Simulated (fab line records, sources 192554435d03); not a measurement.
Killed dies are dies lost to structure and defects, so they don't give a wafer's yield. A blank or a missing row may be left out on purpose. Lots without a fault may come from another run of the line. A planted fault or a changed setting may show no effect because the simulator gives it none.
Which tool did it? | flow n5_finfet | 11 lots, 33 wafers sampled, at 3 steps of a route of 1938

WHAT THE GAUGES READ, wafer by wafer
N5_BEOL_M1_CD_MEAS_28: target cd y 23.3 nm.
lot  | measured     | on        | cd_nm (nm)
L076 | day 6 12:50  | cd_sem-03 | 24.28 23.90 24.15
L079 | day 7 10:59  | cd_sem-01 | 23.96 24.03 23.64
L081 | day 9 14:55  | cd_sem-01 | 23.79 24.35 23.98
L083 | day 9 17:23  | cd_sem-03 | 24.36 24.47 24.33
L085 | day 9 19:32  | cd_sem-03 | 24.38 24.52 24.28
L087 | day 9 23:12  | cd_sem-01 | 23.96 24.06 24.33
L089 | day 10 02:04 | cd_sem-03 | 23.97 23.89 23.66
L091 | day 10 14:20 | cd_sem-01 | 23.81 24.26 24.29
L093 | day 10 23:03 | cd_sem-02 | 24.17 24.25 24.12
L095 | day 11 16:40 | cd_sem-01 | 23.91 24.00 23.93
L097 | day 12 16:35 | cd_sem-01 | 24.46 24.16 24.38

WHICH TOOL RAN EACH LOT (tool, then ch and the chambers of the sampled wafers, then the start)
lot  | N5_BEOL_M1_HM_DEP_02         | N5_BEOL_M1_ETCH_74
L076 | pvd_sputter-01, day 6 11:26  | rie_diel-06 ch 1,3, day 6 11:59
L079 | pvd_sputter-03, day 7 09:29  | rie_diel-02 ch 1,3, day 7 10:02
L081 | pvd_sputter-02, day 9 13:16  | rie_diel-02 ch 2,3, day 9 13:56
L083 | pvd_sputter-02, day 9 15:22  | rie_diel-06 ch 0,1,2, day 9 16:29
L085 | pvd_sputter-02, day 9 18:00  | rie_diel-02 ch 0,2,3, day 9 18:49
L087 | pvd_sputter-02, day 9 21:32  | rie_diel-02 ch 0,3, day 9 22:15
L089 | pvd_sputter-01, day 10 00:35 | rie_diel-06 ch 0,3, day 10 01:16
L091 | pvd_sputter-02, day 10 12:42 | rie_diel-01 ch 1,3, day 10 13:23
L093 | pvd_sputter-03, day 10 21:36 | rie_diel-01 ch 0,2,3, day 10 22:10
L095 | pvd_sputter-01, day 11 15:08 | rie_diel-01 ch 0,1,2, day 11 15:50
L097 | pvd_sputter-02, day 12 15:01 | rie_diel-06 ch 0,1,3, day 12 15:44
- N5_BEOL_M1_HM_DEP_02: deposits TiN, target thk 20 nm.
- N5_BEOL_M1_ETCH_74: etches underlayer in N2/H2, target depth 6.5 nm, time 5.2 s.

THE ANSWER, worked out from the rows above alone
Rule: what is usual is taken from the lots themselves. Put in order of their means at a reading, lots are off if they are a third of the lots or fewer, leave a main group of 4 or more, and stand apart from it by a gap of 3 or more times the standard deviation of the main group's means; of several such gaps the widest counts. A main group whose means are all the same, to the digits that the tables above print for the reading, isn't used. A lot without any number at a reading at which 4 lots or more have one is off too. The other lots that the step has rows for count as sound.
No lot is off at any reading shown: from this, nothing can be told.

WHAT THE SIMULATOR HAD PUT IN
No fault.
